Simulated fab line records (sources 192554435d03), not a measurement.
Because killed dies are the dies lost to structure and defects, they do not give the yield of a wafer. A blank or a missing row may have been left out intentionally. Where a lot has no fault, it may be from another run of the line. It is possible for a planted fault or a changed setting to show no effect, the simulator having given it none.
Matching of chambers -- flow n5Finfet -- N5_BEOL_M13_DEP_53 on pecvd-01 has 3 sister chambers
The step deposits SiCN from 3MS/NH3, target thk 50 nm, time 17.8 s. 3 wafers are shown with their chamber, then 12 later ones without.

## WAFERS, EACH WITH ITS CHAMBER
wafer,chamber,throttleValvePct (%)
L086.4,2,19.4
L085.2,1,19.4
L085.6,0,17.2

## WAFERS WITHOUT THEIR CHAMBER
wafer,throttleValvePct (%)
L087.1,19.6
L087.5,17.2
L087.6,19.7
L093.3,17.2
L093.5,17.1
L093.6,19.3
L096.1,19.7
L096.2,17.2
L096.3,20.1
L096.4,17.3
L096.5,19.5
L096.6,17.1

## EACH ONE'S CHAMBER
wafer,from the rows above,in truth
L087.1,can't be placed: 1 or 2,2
L087.5,0,0
L087.6,can't be placed: 1 or 2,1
L093.3,0,0
L093.5,0,0
L093.6,can't be placed: 1 or 2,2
L096.1,can't be placed: 1 or 2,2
L096.2,0,0
L096.3,can't be placed: 1 or 2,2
L096.4,0,0
L096.5,can't be placed: 1 or 2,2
L096.6,0,0
6 of 12 placed correctly. Not placeable from these rows: 6 (in 6, the candidates include the true chamber). Number placed wrongly: 0.
How it was worked out, from the rows above alone: a wafer's distance from a chamber is the root of the sum, over the readings, of the square of ((its reading less the chamber's mean) divided by the reading's scatter). If the next closest chamber is less than 2 further off than the closest, the wafer can't be placed; otherwise it belongs to the closest. The mean given for a chamber averages the wafers shown for that chamber. The scatter (one wafer shown for each chamber): square how far every hidden wafer sits from the nearest shown wafer, average those squares and take the square root.
